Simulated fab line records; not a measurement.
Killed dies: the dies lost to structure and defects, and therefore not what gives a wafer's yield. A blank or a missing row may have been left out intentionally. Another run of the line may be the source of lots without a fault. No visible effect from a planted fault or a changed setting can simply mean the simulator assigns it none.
fab line records | flow nand-harc | part 1 of 2: steps 1 to 4 of 6
record: lots: 24 | wafers: 72 | last-day: 24
route steps=1159 shown A_STAIRCASE@646 A_SGD_CUT@762
lots with no fault: from the same line, run without faults
start-h: hours from the record's first day to the start of the lot's first wafer shown | wait-h: hours since the lot's step before | " same as the row above | L1.1+2: a single row standing in for several wafers | - no value present, or no start provided | * or withheld: withheld | < > ~ a bound
route shown NAME@n: a module of which the file shows steps, and the number in the route of the first | usual: the fault-free wafers' mean and standard deviation | same: alike in all rows | chamber/n: place in a boat | sites: each site's reading | _std_site: the standard deviation of these | _edge_site: outer sites' mean less inner sites' | radius-mm: how far each site lies from the wafer's centre | mask NAME#n: copy n | behind: the most recent tool/chamber to have shaped the wafer | hold: the reason the lot was held/the length of the hold in hours/how it ended | device: whichever transistor did not switch (one of n, p or np) | end of line: tests of these same wafers at the route's end | a step given without rows: its recipe and nothing more | killed: at the first sort, the dies lost to defects and structure; wafer yield is something else | map: dies across one wafer; x = killed, . = not, _ = none there
set.NAME: the setting the step ran with; set.NAME@STEP: the setting that earlier step ran with | model.NAME: the simulator's own value behind a step, which no gauge read
the route's steps for a sample of lots (tables are steps, rows are wafers)
services: a tool's chamber out of use, with start hour (start-h, from the record's first day; less than 0 if before it), hours out, and reason
== steps ==
step: NHARC_A_STAIRCASE_DESCUM_252
recipe: time-s: 3 | o2-flow-sccm: 200 | ar-flow-sccm: 0 | bias-power-w: 0 | chemistry: O2
usual: drypump-motor-current-A: 5.7/0.46 | oes-product-au: 0.999/0.014 | rf-vpp-V: 57.7/0.86 | showerhead-plenum-p-Torr: 1.90/0.1 | throttle-valve-pct: 11.310/0.0087
same: bias-power-w: 0 | time-s: 3
lot.wafer | tool        | chamber | start-h | wait-h | drypump-motor-current-A | oes-product-au | rf-hours-counter-h | rf-vpp-V | showerhead-plenum-p-Torr | throttle-valve-pct
L075.3    | rie-diel-01 | 3       | 242.15  | -      | 5.0                     | 0.993          | 32                 | 57.2     | 1.81                     | 11.309
L075.4    | "           | 0       | "       | "      | 5.8                     | 1.005          | 29                 | 58.9     | 1.97                     | 11.300
L075.1    | "           | 2       | "       | "      | 6.2                     | 1.004          | 34                 | 56.2     | 1.95                     | 11.327
L074.1    | rie-diel-02 | 3       | 249.14  | -      | 5.2                     | 1.016          | 32                 | 58.8     | 1.80                     | 11.312
L074.5    | "           | 1       | "       | "      | 6.3                     | 0.995          | -                  | 56.9     | 1.83                     | 11.318
L074.6    | "           | 2       | "       | "      | 5.8                     | 0.980          | -                  | 59.0     | 1.77                     | 11.297
L076.2    | rie-diel-01 | 3       | 262.21  | -      | 5.0                     | 0.982          | 40                 | 59.0     | 1.81                     | 11.299
L076.4    | "           | 2       | "       | "      | 6.1                     | 1.017          | 42                 | 58.6     | 1.95                     | 11.325
L076.5    | "           | 0       | "       | "      | 5.8                     | 0.996          | -                  | 59.4     | 1.97                     | 11.329
L077.1    | rie-diel-01 | 2       | 262.52  | -      | 6.2                     | 1.020          | 42                 | 58.2     | 1.95                     | 11.305
L077.6    | "           | 3       | "       | "      | 5.0                     | 0.987          | -                  | 58.0     | 1.81                     | 11.292
L077.5    | "           | 0       | "       | "      | 5.8                     | 0.996          | -                  | 58.4     | 1.97                     | 11.313
L078.4    | rie-diel-04 | 1       | 270.29  | -      | 5.9                     | 0.993          | 57                 | 57.0     | 1.94                     | 11.297
L078.3    | "           | 3       | "       | "      | 5.6                     | 0.972          | 61                 | 58.9     | 1.94                     | 11.310
L078.6    | "           | 1       | "       | "      | 5.9                     | 1.002          | -                  | 58.4     | 1.94                     | 11.301
L080.2    | rie-diel-02 | 0       | 285.45  | -      | 6.3                     | 0.995          | 48                 | 57.4     | 1.78                     | 11.311
L080.5    | "           | 3       | "       | "      | 5.2                     | 1.015          | -                  | 57.3     | 1.80                     | 11.312
L080.6    | "           | 0       | "       | "      | 6.3                     | 0.989          | -                  | 56.9     | 1.78                     | 11.315
L079.1    | rie-diel-02 | 3       | 285.85  | -      | 5.2                     | 1.006          | 44                 | 59.1     | 1.80                     | 11.297
L079.3    | "           | 0       | "       | "      | 6.2                     | 0.997          | 48                 | 57.4     | 1.78                     | 11.300
L079.2    | "           | 1       | "       | "      | 6.3                     | 0.990          | 47                 | 58.5     | 1.83                     | 11.308
L082.3    | rie-diel-04 | 3       | 301.79  | -      | 5.6                     | 0.974          | 1                  | 58.2     | 1.93                     | 11.317
L082.1    | "           | 0       | "       | "      | 5.0                     | 0.997          | 2                  | 58.5     | 2.01                     | 11.310
L082.5    | "           | 2       | "       | "      | 5.4                     | 1.017          | -                  | 58.0     | 1.88                     | 11.314
L081.4    | rie-diel-04 | 1       | 303.46  | -      | 5.9                     | 1.003          | 2                  | 58.3     | 1.94                     | 11.302
L081.3    | "           | 0       | "       | "      | 5.0                     | 0.997          | 2                  | 58.0     | 2.01                     | 11.297
L081.5    | "           | 1       | "       | "      | 5.9                     | 1.004          | -                  | 57.3     | 1.94                     | 11.308
L083.3    | rie-diel-04 | 3       | 303.76  | -      | 5.6                     | 0.977          | 1                  | 58.5     | 1.93                     | 11.302
L083.2    | "           | 0       | "       | "      | 5.0                     | 1.003          | 2                  | 57.2     | 2.01                     | 11.321
L083.6    | "           | 2       | "       | "      | 5.4                     | 1.019          | -                  | 56.6     | 1.88                     | 11.312
L084.4    | rie-diel-01 | 2       | 311.72  | -      | 6.2                     | 1.015          | 59                 | 58.2     | 1.95                     | 11.289
L084.3    | "           | 3       | "       | "      | 5.0                     | 0.993          | 57                 | 59.7     | 1.80                     | 11.302
L084.6    | "           | 1       | "       | "      | 5.3                     | 1.009          | -                  | 59.2     | 2.06                     | 11.304
L085.3    | rie-diel-04 | 3       | 325.98  | -      | 5.6                     | 0.978          | 8                  | 56.8     | 1.93                     | 11.314
L085.6    | "           | 1       | "       | "      | 6.0                     | 1.006          | -                  | 57.2     | 1.93                     | 11.309
L085.5    | "           | 2       | "       | "      | 5.4                     | 0.999          | -                  | 58.2     | 1.87                     | 11.320
L086.3    | rie-diel-01 | 0       | 326.42  | -      | 5.8                     | 0.979          | 1                  | 58.4     | 1.96                     | 11.316
L086.1    | "           | 1       | "       | "      | 5.3                     | 1.003          | 1                  | 58.0     | 2.06                     | 11.314
L086.6    | "           | 3       | "       | "      | 5.0                     | 0.987          | -                  | 56.1     | 1.80                     | 11.301
L087.3    | rie-diel-04 | 2       | 330.89  | -      | 5.4                     | 0.995          | 14                 | 56.8     | 1.87                     | 11.326
L087.5    | "           | 0       | "       | "      | 5.0                     | 0.985          | -                  | 59.2     | 2.01                     | 11.319
L087.6    | "           | 1       | "       | "      | 5.9                     | 1.013          | -                  | 57.6     | 1.93                     | 11.322
L088.4    | rie-diel-01 | 2       | 336.76  | -      | 6.2                     | 1.021          | 2                  | 57.2     | 1.95                     | 11.327
L088.1    | "           | 3       | "       | "      | 5.0                     | 0.996          | 6                  | 56.5     | 1.80                     | 11.314
L088.3    | "           | 1       | "       | "      | 5.3                     | 1.005          | 6                  | 56.8     | 2.05                     | 11.328
L089.1    | rie-diel-02 | 0       | 337.57  | -      | 6.2                     | 0.998          | 0                  | 58.0     | 1.78                     | 11.294
L089.4    | "           | 1       | "       | "      | 6.3                     | 0.993          | 0                  | 57.3     | 1.82                     | 11.302
L089.5    | "           | 2       | "       | "      | 5.8                     | 0.983          | -                  | 57.8     | 2.08                     | 11.314
L091.4    | rie-diel-02 | 0       | 343.82  | -      | 6.2                     | 1.000          | 4                  | 57.5     | 1.77                     | 11.306
L091.2    | "           | 2       | "       | "      | 5.8                     | 0.982          | 3                  | 58.9     | 2.08                     | 11.308
L091.6    | "           | 3       | "       | "      | 5.2                     | 1.013          | -                  | 57.1     | 1.79                     | 11.294
L090.4    | rie-diel-02 | 2       | 344.37  | -      | 5.8                     | 0.981          | 3                  | 59.3     | 2.08                     | 11.300
L090.2    | "           | 3       | "       | "      | 5.2                     | 1.029          | 3                  | 57.8     | 1.79                     | 11.307
L090.6    | "           | 1       | "       | "      | 6.3                     | 0.997          | -                  | 57.4     | 1.82                     | 11.310
L093.2    | rie-diel-02 | 2       | 360.05  | -      | 5.8                     | 0.981          | 8                  | 58.1     | 2.07                     | 11.310
L093.1    | "           | 0       | "       | "      | 6.3                     | 1.000          | 9                  | 57.0     | 1.77                     | 11.321
L093.6    | "           | 2       | "       | "      | 5.8                     | 0.979          | -                  | 59.1     | 2.07                     | 11.336
L092.2    | rie-diel-01 | 0       | 360.22  | -      | 5.8                     | 0.988          | 16                 | 57.7     | 1.96                     | 11.302
L092.3    | "           | 1       | "       | "      | 5.3                     | 0.995          | 14                 | 57.0     | 2.05                     | 11.310
L092.5    | "           | 3       | "       | "      | 5.0                     | 0.987          | -                  | 56.6     | 1.80                     | 11.317
L094.4    | rie-diel-02 | 2       | 373.56  | -      | 5.8                     | 0.988          | 13                 | 58.7     | 2.07                     | 11.311
L094.5    | "           | 1       | "       | "      | 6.3                     | 1.000          | -                  | 57.4     | 1.82                     | 11.304
L094.6    | "           | 2       | "       | "      | 5.8                     | 0.985          | -                  | 57.4     | 2.07                     | 11.308
L095.2    | rie-diel-02 | 2       | 374.53  | -      | 5.8                     | 0.993          | 13                 | 57.3     | 2.07                     | 11.311
L095.3    | "           | 3       | "       | "      | 5.2                     | 1.030          | 8                  | 57.7     | 1.79                     | 11.305
L095.6    | "           | 0       | "       | "      | 6.2                     | 1.001          | -                  | 58.4     | 1.77                     | 11.319
L096.2    | rie-diel-01 | 1       | 379.62  | -      | 5.3                     | 1.017          | 22                 | 57.5     | 2.05                     | 11.314
L096.5    | "           | 3       | "       | "      | 5.0                     | 1.003          | -                  | 57.2     | 1.79                     | 11.316
L096.6    | "           | 0       | "       | "      | 5.8                     | 1.004          | -                  | 58.2     | 1.96                     | 11.306
L097.4    | rie-diel-02 | 0       | 384.34  | -      | 6.2                     | 0.994          | 19                 | 57.4     | 1.77                     | 11.319
L097.3    | "           | 1       | "       | "      | 6.2                     | 0.994          | 19                 | 58.2     | 1.81                     | 11.312
L097.5    | "           | 2       | "       | "      | 5.8                     | 1.000          | -                  | 59.4     | 2.07                     | 11.323
step: NHARC_A_STAIRCASE_ETCH_294
recipe: target-depth-a: 49920 | time-s: 1212.4 | ion-energy-ev: 800 | c4f8-flow-sccm: 80 | o2-flow-sccm: 60 | ar-flow-sccm: withheld | rf-w: 600 | bias-w: 3000 | chemistry: C4F8/O2/Ar
usual: oes-product-au: 0.930/0.015 | rf-vpp-V: 1827/12
same: time-s: 1212.4
lot.wafer | tool        | chamber | start-h | wait-h | oes-product-au | rf-hours-counter-h | rf-vpp-V
L075.4    | rie-diel-01 | 1       | -       | -      | 0.955          | 33                 | 1846
L075.3    | "           | 2       | "       | "      | 0.937          | 36                 | 1833
L075.1    | "           | 3       | "       | "      | 0.919          | 34                 | 1814
L074.1    | rie-diel-04 | 2       | -       | -      | 0.937          | 54                 | 1823
L074.6    | "           | 1       | "       | "      | 0.935          | -                  | 1830
L074.5    | "           | 2       | "       | "      | 0.940          | -                  | 1825
L076.4    | rie-diel-02 | 1       | -       | -      | 0.940          | 42                 | 1816
L076.2    | "           | 2       | "       | "      | 0.905          | 39                 | 1809
L076.5    | "           | 0       | "       | "      | 0.926          | -                  | 1809
L077.1    | rie-diel-01 | 1       | -       | -      | 0.941          | 42                 | 1845
L077.6    | "           | 1       | "       | "      | 0.948          | -                  | 1845
L077.5    | "           | 3       | "       | "      | 0.927          | -                  | 1813
L078.3    | rie-diel-01 | 2       | -       | -      | 0.952          | 46                 | 1831
L078.4    | "           | 1       | "       | "      | 0.945          | 46                 | 1845
L078.6    | "           | 3       | "       | "      | 0.942          | -                  | 1815
L080.2    | rie-diel-02 | 0       | -       | -      | 0.922          | 49                 | 1809
L080.6    | "           | 1       | "       | "      | 0.920          | -                  | 1816
L080.5    | "           | 2       | "       | "      | 0.909          | -                  | 1808
L079.1    | rie-diel-01 | 2       | -       | -      | 0.950          | 50                 | 1832
L079.2    | "           | 0       | "       | "      | 0.928          | 48                 | 1834
L079.3    | "           | 1       | "       | "      | 0.931          | 50                 | 1845
L082.3    | rie-diel-02 | 2       | -       | -      | 0.906          | 52                 | 1806
L082.1    | "           | 0       | "       | "      | 0.927          | 56                 | 1810
L082.5    | "           | 2       | "       | "      | 0.894          | -                  | 1806
L081.4    | rie-diel-04 | 2       | -       | -      | 0.952          | 3                  | 1823
L081.3    | "           | 0       | "       | "      | 0.950          | 3                  | 1841
L081.5    | "           | 1       | "       | "      | 0.947          | -                  | 1829
L083.3    | rie-diel-01 | 3       | -       | -      | 0.920          | 57                 | 1812
L083.2    | "           | 0       | "       | "      | 0.927          | 55                 | 1834
L083.6    | "           | 1       | "       | "      | 0.930          | -                  | 1844
L084.3    | rie-diel-04 | 2       | -       | -      | 0.930          | 7                  | 1822
L084.4    | "           | 3       | "       | "      | 0.898          | 5                  | 1829
L084.6    | "           | 1       | "       | "      | 0.923          | -                  | 1829
L085.3    | rie-diel-04 | 3       | -       | -      | 0.911          | 11                 | 1829
L085.6    | "           | 3       | "       | "      | 0.921          | -                  | 1829
L085.5    | "           | 0       | "       | "      | 0.930          | -                  | 1839
L086.3    | rie-diel-01 | 3       | -       | -      | 0.906          | 4                  | 1812
L086.1    | "           | 1       | "       | "      | 0.923          | 4                  | 1844
L086.6    | "           | 3       | "       | "      | 0.916          | -                  | 1811
L087.3    | rie-diel-01 | 1       | -       | -      | 0.920          | 5                  | 1844
L087.6    | "           | 0       | "       | "      | 0.925          | -                  | 1834
L087.5    | "           | 1       | "       | "      | 0.928          | -                  | 1843
L088.1    | rie-diel-01 | 3       | -       | -      | 0.924          | 9                  | 1811
L088.3    | "           | 0       | "       | "      | 0.914          | 9                  | 1833
L088.4    | "           | 1       | "       | "      | 0.929          | 9                  | 1845
L089.4    | rie-diel-04 | 2       | -       | -      | 0.915          | 20                 | 1822
L089.1    | "           | 0       | "       | "      | 0.913          | 20                 | 1839
L089.5    | "           | 1       | "       | "      | 0.925          | -                  | 1829
L091.2    | rie-diel-04 | 0       | -       | -      | 0.934          | 22                 | 1838
L091.4    | "           | 2       | "       | "      | 0.934          | 23                 | 1823
L091.6    | "           | 3       | "       | "      | 0.917          | -                  | 1829
L090.2    | rie-diel-02 | 2       | -       | -      | 0.927          | 4                  | 1847
L090.4    | "           | 0       | "       | "      | 0.951          | 5                  | 1809
L090.6    | "           | 2       | "       | "      | 0.929          | -                  | 1846
L092.3    | rie-diel-04 | 3       | -       | -      | 0.908          | 27                 | 1827
L092.2    | "           | 1       | "       | "      | 0.934          | 30                 | 1827
L092.5    | "           | 3       | "       | "      | 0.912          | -                  | 1829
L093.2    | rie-diel-04 | 3       | -       | -      | 0.921          | 28                 | 1829
L093.1    | "           | 1       | "       | "      | 0.939          | 31                 | 1829
L093.6    | "           | 3       | "       | "      | 0.905          | -                  | 1829
L095.3    | rie-diel-02 | 0       | -       | -      | 0.920          | 18                 | 1808
L095.2    | "           | 2       | "       | "      | 0.935          | 16                 | 1846
L095.6    | "           | 1       | "       | "      | 0.927          | -                  | 1814
L094.4    | rie-diel-01 | 0       | -       | -      | 0.917          | 23                 | 1832
L094.6    | "           | 1       | "       | "      | 0.931          | -                  | 1844
L094.5    | "           | 2       | "       | "      | 0.939          | -                  | 1831
L096.2    | rie-diel-01 | 2       | -       | -      | 0.945          | 20                 | 1831
L096.6    | "           | 0       | "       | "      | 0.931          | -                  | 1832
L096.5    | "           | 1       | "       | "      | 0.950          | -                  | 1845
L097.4    | rie-diel-02 | 2       | -       | -      | 0.910          | 18                 | 1847
L097.3    | "           | 1       | "       | "      | 0.917          | 20                 | 1814
L097.5    | "           | 3       | "       | "      | 0.939          | -                  | 1811
step: NHARC_A_STAIRCASE_DESCUM_443
recipe: time-s: 3 | o2-flow-sccm: 200 | ar-flow-sccm: 0 | bias-power-w: 0 | chemistry: O2
usual: drypump-motor-current-A: 5.6/0.45 | oes-product-au: 1.001/0.015 | rf-vpp-V: 57.6/0.84 | showerhead-plenum-p-Torr: 1.90/0.092 | throttle-valve-pct: 11.311/0.0083
same: bias-power-w: 0 | time-s: 3
lot.wafer | tool        | chamber | start-h | wait-h | drypump-motor-current-A | oes-product-au | rf-hours-counter-h | rf-vpp-V | showerhead-plenum-p-Torr | throttle-valve-pct
L075.1    | rie-diel-02 | 1       | 297.95  | -      | 6.3                     | 0.974          | 52                 | 57.0     | 1.82                     | 11.310
L075.4    | "           | 2       | "       | "      | 5.8                     | 0.965          | 48                 | 56.4     | 1.76                     | 11.307
L075.3    | "           | 3       | "       | "      | 5.2                     | 1.022          | 48                 | 57.6     | 1.80                     | 11.302
L074.1    | rie-diel-01 | 2       | 298.03  | -      | 6.2                     | 1.015          | 54                 | 57.8     | 1.95                     | 11.321
L074.6    | "           | 3       | "       | "      | 5.0                     | 0.989          | -                  | 57.9     | 1.80                     | 11.313
L074.5    | "           | 0       | "       | "      | 5.8                     | 0.992          | -                  | 58.7     | 1.97                     | 11.305
L076.2    | rie-diel-02 | 1       | 310.51  | -      | 6.3                     | 0.973          | 58                 | 57.2     | 1.82                     | 11.318
L076.4    | "           | 1       | "       | "      | 6.2                     | 0.976          | -                  | 57.1     | 1.82                     | 11.310
L076.5    | "           | 3       | "       | "      | 5.2                     | 1.013          | -                  | 57.3     | 1.80                     | 11.310
L077.1    | rie-diel-04 | 0       | 315.85  | -      | 5.0                     | 0.992          | 5                  | 58.3     | 2.01                     | 11.314
L077.6    | "           | 2       | "       | "      | 5.4                     | 1.006          | -                  | 56.8     | 1.88                     | 11.306
L077.5    | "           | 3       | "       | "      | 5.6                     | 0.961          | -                  | 57.5     | 1.93                     | 11.292
L078.3    | rie-diel-04 | 3       | 329.00  | -      | 5.6                     | 0.981          | 9                  | 57.7     | 1.93                     | 11.308
L078.4    | "           | 1       | "       | "      | 6.0                     | 1.009          | 13                 | 57.9     | 1.93                     | 11.316
L078.6    | "           | 0       | "       | "      | 5.0                     | 0.987          | -                  | 58.9     | 2.01                     | 11.306
L079.3    | rie-diel-04 | 1       | 338.25  | -      | 5.9                     | 1.004          | 18                 | 58.1     | 1.93                     | 11.313
L079.1    | "           | 2       | "       | "      | 5.4                     | 0.999          | 17                 | 58.0     | 1.87                     | 11.307
L079.2    | "           | 0       | "       | "      | 5.0                     | 0.987          | 17                 | 57.9     | 2.01                     | 11.303
L080.2    | rie-diel-02 | 2       | 338.44  | -      | 5.8                     | 0.981          | 0                  | 56.8     | 2.08                     | 11.302
L080.6    | "           | 3       | "       | "      | 5.2                     | 1.032          | -                  | 56.6     | 1.79                     | 11.315
L080.5    | "           | 0       | "       | "      | 6.2                     | 1.004          | -                  | 57.3     | 1.78                     | 11.309
L083.3    | rie-diel-04 | 1       | 351.05  | -      | 6.0                     | 1.027          | 24                 | 57.9     | 1.93                     | 11.322
L083.2    | "           | 3       | "       | "      | 5.6                     | 0.987          | 21                 | 58.1     | 1.93                     | 11.318
L083.6    | "           | 0       | "       | "      | 5.0                     | 1.001          | -                  | 58.9     | 2.01                     | 11.311
L082.1    | rie-diel-01 | 2       | 351.26  | -      | 6.1                     | 1.005          | 8                  | 58.3     | 1.94                     | 11.322
L082.3    | "           | 0       | "       | "      | 5.8                     | 0.990          | 12                 | 58.2     | 1.96                     | 11.306
L082.5    | "           | 3       | "       | "      | 5.0                     | 0.989          | -                  | 56.5     | 1.80                     | 11.310
L081.3    | rie-diel-02 | 0       | 351.42  | -      | 6.3                     | 1.004          | 6                  | 57.3     | 1.77                     | 11.303
L081.4    | "           | 2       | "       | "      | 5.9                     | 0.985          | 5                  | 57.2     | 2.07                     | 11.313
L081.5    | "           | 1       | "       | "      | 6.3                     | 1.004          | -                  | 57.8     | 1.82                     | 11.319
L084.4    | rie-diel-01 | 3       | 361.42  | -      | 5.0                     | 0.995          | 16                 | 57.0     | 1.80                     | 11.302
L084.3    | "           | 1       | "       | "      | 5.3                     | 1.002          | 14                 | 58.6     | 2.05                     | 11.323
L084.6    | "           | 3       | "       | "      | 5.0                     | 0.997          | -                  | 57.0     | 1.80                     | 11.332
L085.3    | rie-diel-01 | 2       | 377.96  | -      | 6.2                     | 1.021          | 17                 | 58.0     | 1.94                     | 11.307
L085.6    | "           | 0       | "       | "      | 5.8                     | 1.001          | -                  | 58.0     | 1.96                     | 11.306
L085.5    | "           | 1       | "       | "      | 5.3                     | 1.011          | -                  | 58.1     | 2.05                     | 11.322
L087.3    | rie-diel-02 | 0       | 378.12  | -      | 6.3                     | 1.009          | 15                 | 57.5     | 1.77                     | 11.304
L087.6    | "           | 3       | "       | "      | 5.2                     | 1.024          | -                  | 58.1     | 1.79                     | 11.301
L087.5    | "           | 0       | "       | "      | 6.2                     | 1.001          | -                  | 57.5     | 1.77                     | 11.321
L086.3    | rie-diel-04 | 1       | 378.28  | -      | 5.9                     | 1.017          | 35                 | 56.2     | 1.93                     | 11.318
L086.1    | "           | 2       | "       | "      | 5.4                     | 1.004          | 35                 | 56.3     | 1.87                     | 11.301
L086.6    | "           | 2       | "       | "      | 5.4                     | 1.004          | -                  | 56.5     | 1.87                     | 11.326
L090.2    | rie-diel-04 | 0       | 400.09  | -      | 5.0                     | 1.010          | 40                 | 58.2     | 2.00                     | 11.308
L090.4    | "           | 3       | "       | "      | 5.6                     | 0.984          | 39                 | 57.5     | 1.92                     | 11.308
L090.6    | "           | 0       | "       | "      | 5.0                     | 1.015          | -                  | 56.5     | 2.00                     | 11.323
L089.4    | rie-diel-02 | 3       | 400.25  | -      | 5.2                     | 1.022          | 18                 | 57.6     | 1.79                     | 11.309
L089.1    | "           | 2       | "       | "      | 5.8                     | 0.996          | 23                 | 59.8     | 2.07                     | 11.325
L089.5    | "           | 3       | "       | "      | 5.2                     | 1.026          | -                  | 58.4     | 1.79                     | 11.307
L088.1    | rie-diel-01 | 0       | 400.42  | -      | 5.8                     | 0.990          | 26                 | 57.1     | 1.95                     | 11.309
L088.4    | "           | 1       | "       | "      | 5.3                     | 1.011          | 27                 | 58.4     | 2.05                     | 11.304
L088.3    | "           | 3       | "       | "      | 5.0                     | 0.994          | 29                 | 56.9     | 1.79                     | 11.309
L091.4    | rie-diel-01 | 1       | 400.47  | -      | 5.3                     | 1.015          | 27                 | 57.9     | 2.05                     | 11.307
L091.2    | "           | 3       | "       | "      | 5.0                     | 0.999          | 29                 | 57.3     | 1.79                     | 11.319
L091.6    | "           | 2       | "       | "      | 6.2                     | 0.996          | -                  | 56.7     | 1.94                     | 11.304
L093.1    | rie-diel-01 | 3       | 412.94  | -      | 5.0                     | 0.996          | 33                 | 57.0     | 1.79                     | 11.311
L093.2    | "           | 2       | "       | "      | 6.1                     | 1.010          | 29                 | 57.5     | 1.94                     | 11.324
L093.6    | "           | 3       | "       | "      | 5.0                     | 0.985          | -                  | 58.0     | 1.79                     | 11.309
L092.2    | rie-diel-04 | 0       | 413.09  | -      | 5.0                     | 1.012          | 44                 | 56.8     | 2.00                     | 11.303
L092.3    | "           | 3       | "       | "      | 5.6                     | 0.981          | 44                 | 57.1     | 1.92                     | 11.305
L092.5    | "           | 0       | "       | "      | 5.0                     | 1.015          | -                  | 57.4     | 2.00                     | 11.306
L096.2    | rie-diel-02 | 3       | 428.59  | -      | 5.2                     | 1.004          | 27                 | 57.4     | 1.79                     | 11.332
L096.5    | "           | 0       | "       | "      | 6.2                     | 0.995          | -                  | 57.5     | 1.77                     | 11.315
L096.6    | "           | 1       | "       | "      | 6.2                     | 0.993          | -                  | 57.5     | 1.81                     | 11.320
L094.4    | rie-diel-04 | 2       | 428.74  | -      | 5.3                     | 1.016          | 52                 | 57.3     | 1.86                     | 11.317
L094.6    | "           | 0       | "       | "      | 5.0                     | 1.022          | -                  | 59.1     | 2.00                     | 11.307
L094.5    | "           | 1       | "       | "      | 6.0                     | 1.019          | -                  | 58.1     | 1.92                     | 11.304
L095.3    | rie-diel-01 | 3       | 429.08  | -      | 5.0                     | 0.998          | 38                 | 58.1     | 1.79                     | 11.314
L095.2    | "           | 2       | "       | "      | 6.2                     | 1.007          | 35                 | 56.2     | 1.94                     | 11.301
L095.6    | "           | 3       | "       | "      | 5.0                     | 0.994          | -                  | 57.9     | 1.79                     | 11.301
L097.4    | rie-diel-04 | 2       | 441.84  | -      | 5.4                     | 1.002          | 57                 | 58.6     | 1.86                     | 11.301
L097.3    | "           | 0       | "       | "      | 5.0                     | 1.002          | 56                 | 57.0     | 1.99                     | 11.307
L097.5    | "           | 1       | "       | "      | 6.0                     | 1.020          | -                  | 57.6     | 1.92                     | 11.320
step: NHARC_A_STAIRCASE_CMP_450
recipe: target-thk-nm: 200 | material: SiO2
usual: motor-current-A: 12.2/1.2 | slurry-filter-dp-kPa: 13.52/0.13
lot.wafer | tool   | chamber | start-h | wait-h | motor-current-A | slurry-filter-dp-kPa
L075.1    | cmp-03 | 3       | 301.10  | -      | 13.5            | 13.56
L075.4    | "      | 1       | "       | "      | 12.9            | 13.53
L075.3    | "      | 2       | "       | "      | 12.7            | 13.65
L074.1    | cmp-02 | 3       | 301.35  | -      | 12.7            | 13.38
L074.6    | "      | 3       | "       | "      | 12.9            | 13.64
L074.5    | "      | 0       | "       | "      | 10.0            | 13.62
L076.4    | cmp-01 | 2       | 314.20  | -      | 9.4             | 13.81
L076.2    | "      | 0       | "       | "      | 11.4            | 13.49
L076.5    | "      | 1       | "       | "      | 13.3            | 13.13
L077.1    | cmp-03 | 3       | 319.16  | -      | 13.0            | 13.42
L077.5    | "      | 3       | "       | "      | 13.4            | 13.26
L077.6    | "      | 0       | "       | "      | 13.3            | 13.68
L078.3    | cmp-03 | 3       | 332.16  | -      | 13.2            | 13.51
L078.4    | "      | 1       | "       | "      | 12.6            | 13.34
L078.6    | "      | 0       | "       | "      | 12.7            | 13.39
L079.3    | cmp-03 | 1       | 341.39  | -      | 11.8            | 13.38
L079.2    | "      | 2       | "       | "      | 12.2            | 13.90
L079.1    | "      | 3       | "       | "      | 13.5            | 13.40
L080.2    | cmp-01 | 0       | 341.59  | -      | 11.1            | 13.52
L080.6    | "      | 1       | "       | "      | 12.9            | 13.73
L080.5    | "      | 2       | "       | "      | 9.3             | 13.54
L083.3    | cmp-02 | 3       | 354.24  | -      | 12.3            | 13.52
L083.2    | "      | 1       | "       | "      | 13.5            | 13.53
L083.6    | "      | 2       | "       | "      | 12.3            | 13.72
L082.1    | cmp-03 | 0       | 354.52  | -      | 12.8            | 13.52
L082.3    | "      | 1       | "       | "      | 13.0            | 13.62
L082.5    | "      | 0       | "       | "      | 12.4            | 13.41
L081.3    | cmp-01 | 1       | 354.81  | -      | 13.5            | 13.67
L081.4    | "      | 3       | "       | "      | 13.2            | 13.37
L081.5    | "      | 1       | "       | "      | 13.1            | 13.41
L084.4    | cmp-03 | 1       | 364.71  | -      | 12.6            | 13.37
L084.3    | "      | 0       | "       | "      | 12.7            | 13.47
L084.6    | "      | 1       | "       | "      | 11.9            | 13.38
L085.3    | cmp-01 | 1       | 381.12  | -      | 13.4            | 13.86
L085.5    | "      | 0       | "       | "      | 10.9            | 13.42
L085.6    | "      | 1       | "       | "      | 12.8            | 13.63
L087.3    | cmp-02 | 0       | 381.25  | -      | 10.4            | 13.47
L087.5    | "      | 0       | "       | "      | 10.1            | 13.55
L087.6    | "      | 1       | "       | "      | 14.1            | 13.30
L086.3    | cmp-01 | 1       | 381.46  | -      | 13.1            | 13.52
L086.1    | "      | 3       | "       | "      | 12.5            | 13.36
L086.6    | "      | 1       | "       | "      | 13.3            | 13.38
L090.2    | cmp-01 | 2       | 403.26  | -      | 9.3             | 13.39
L090.4    | "      | 0       | "       | "      | 11.5            | 13.53
L090.6    | "      | 2       | "       | "      | 9.5             | 13.44
L089.1    | cmp-03 | 0       | 403.41  | -      | 12.5            | 13.64
L089.4    | "      | 1       | "       | "      | 12.1            | 13.57
L089.5    | "      | 1       | "       | "      | 12.8            | 13.31
L088.4    | cmp-03 | 3       | 403.60  | -      | 13.0            | 13.55
L088.1    | "      | 0       | "       | "      | 12.6            | 13.27
L088.3    | "      | 1       | "       | "      | 12.6            | 13.54
L091.2    | cmp-01 | 1       | 405.06  | -      | 13.6            | 13.49
L091.4    | "      | 2       | "       | "      | 9.6             | 13.58
L091.6    | "      | 3       | "       | "      | 13.0            | 13.50
L093.1    | cmp-01 | 0       | 416.21  | -      | 11.2            | 13.63
L093.2    | "      | 1       | "       | "      | 13.4            | 13.55
L093.6    | "      | 0       | "       | "      | 10.8            | 13.55
L092.2    | cmp-03 | 3       | 416.27  | -      | 13.4            | 13.50
L092.3    | "      | 0       | "       | "      | 13.1            | 13.56
L092.5    | "      | 1       | "       | "      | 12.3            | 13.59
L096.2    | cmp-01 | 3       | 431.72  | -      | 13.1            | 13.64
L096.5    | "      | 1       | "       | "      | 14.0            | 13.61
L096.6    | "      | 2       | "       | "      | 9.5             | 13.78
L094.4    | cmp-03 | 0       | 431.86  | -      | 12.4            | 13.70
L094.5    | "      | 0       | "       | "      | 12.2            | 13.45
L094.6    | "      | 1       | "       | "      | 13.0            | 13.62
L095.3    | cmp-01 | 1       | 432.25  | -      | 13.1            | 13.39
L095.2    | "      | 2       | "       | "      | 10.0            | 13.67
L095.6    | "      | 1       | "       | "      | 12.8            | 13.50
L097.3    | cmp-02 | 1       | 444.98  | -      | 13.7            | 13.38
L097.4    | "      | 2       | "       | "      | 12.2            | 13.73
L097.5    | "      | 1       | "       | "      | 13.6            | 13.58
